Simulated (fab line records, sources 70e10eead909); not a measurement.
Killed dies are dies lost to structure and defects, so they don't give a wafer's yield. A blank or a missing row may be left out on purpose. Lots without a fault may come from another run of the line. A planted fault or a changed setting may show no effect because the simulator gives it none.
Chamber matching | flow nand_harc | NHARC_P_GATE_DESCUM_93 on rie_diel-03: 4 sister chambers
The step chemistry O2, time 3 s. 14 wafers are shown with their chamber, then 7 later ones without.

WAFERS WITH THEIR CHAMBER
wafer  | chamber | oes_product_au (a.u.) | throttle_valve_pct (%) | rf_vpp_V (V)
L079.1 | 1       | 1.001                 | 11.317                 | 56.6
L079.3 | 0       | 1.013                 | 11.307                 | 58.7
L079.4 | 0       | 1.020                 | 11.319                 | 57.6
L081.1 | 3       | 1.021                 | 11.305                 | 58.1
L081.2 | 1       | 1.015                 | 11.312                 | 57.5
L081.3 | 2       | 1.028                 | 11.303                 | 56.7
L083.2 | 1       | 0.997                 | 11.319                 | 58.6
L083.4 | 0       | 1.001                 | 11.334                 | 57.2
L083.6 | 1       | 0.996                 | 11.318                 | 58.9
L084.2 | 3       | 1.013                 | 11.309                 | 57.3
L084.4 | 2       | 1.005                 | 11.301                 | 58.0
L084.6 | 0       | 1.012                 | 11.310                 | 57.8
L088.1 | 0       | 0.999                 | 11.292                 | 58.1
L088.4 | 2       | 1.011                 | 11.314                 | 56.4

SIGNATURES (means of the wafers above)
reading            | chamber 0 | chamber 1 | chamber 2 | chamber 3 | scatter within a chamber
oes_product_au     | 1.00900   | 1.00225   | 1.01467   | 1.01700   | 0.00926
throttle_valve_pct | 11.31240  | 11.31650  | 11.30600  | 11.30700  | 0.0105
rf_vpp_V           | 57.880    | 57.900    | 57.033    | 57.700    | 0.798
Rule: a wafer's distance from a chamber is the root of the sum, over the readings, of the square of ((its reading less the chamber's mean) divided by the reading's scatter). The wafer belongs to the nearest chamber; if the next one is less than 2 further off, it can't be placed. The scatter: the root of (the sum of the squares of (reading less its chamber's mean) over the shown wafers, divided by (wafers less chambers)).

WAFERS WITHOUT THEIR CHAMBER
wafer  | oes_product_au (a.u.) | throttle_valve_pct (%) | rf_vpp_V (V)
L088.5 | 0.995                 | 11.328                 | 57.1
L090.3 | 1.013                 | 11.308                 | 57.4
L090.4 | 1.011                 | 11.331                 | 56.1
L090.5 | 1.011                 | 11.326                 | 57.5
L095.2 | 1.013                 | 11.318                 | 56.9
L095.3 | 0.999                 | 11.310                 | 58.2
L095.5 | 0.988                 | 11.314                 | 59.6

WHICH CHAMBER EACH WENT THROUGH
wafer  | from the rows above               | in truth
L088.5 | can't be placed: 1 or 0 or 2 or 3 | 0
L090.3 | can't be placed: 2 or 3 or 0 or 1 | 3
L090.4 | can't be placed: 2 or 1 or 0 or 3 | 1
L090.5 | can't be placed: 0 or 1 or 3 or 2 | 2
L095.2 | can't be placed: 2 or 0 or 3 or 1 | 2
L095.3 | can't be placed: 1 or 0 or 3 or 2 | 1
L095.5 | can't be placed: 1 or 0 or 3 or 2 | 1
Placed correctly: 0 of 7. Can't be placed from these rows: 7 (the true chamber is among the candidates in 7). Placed wrongly: 0.
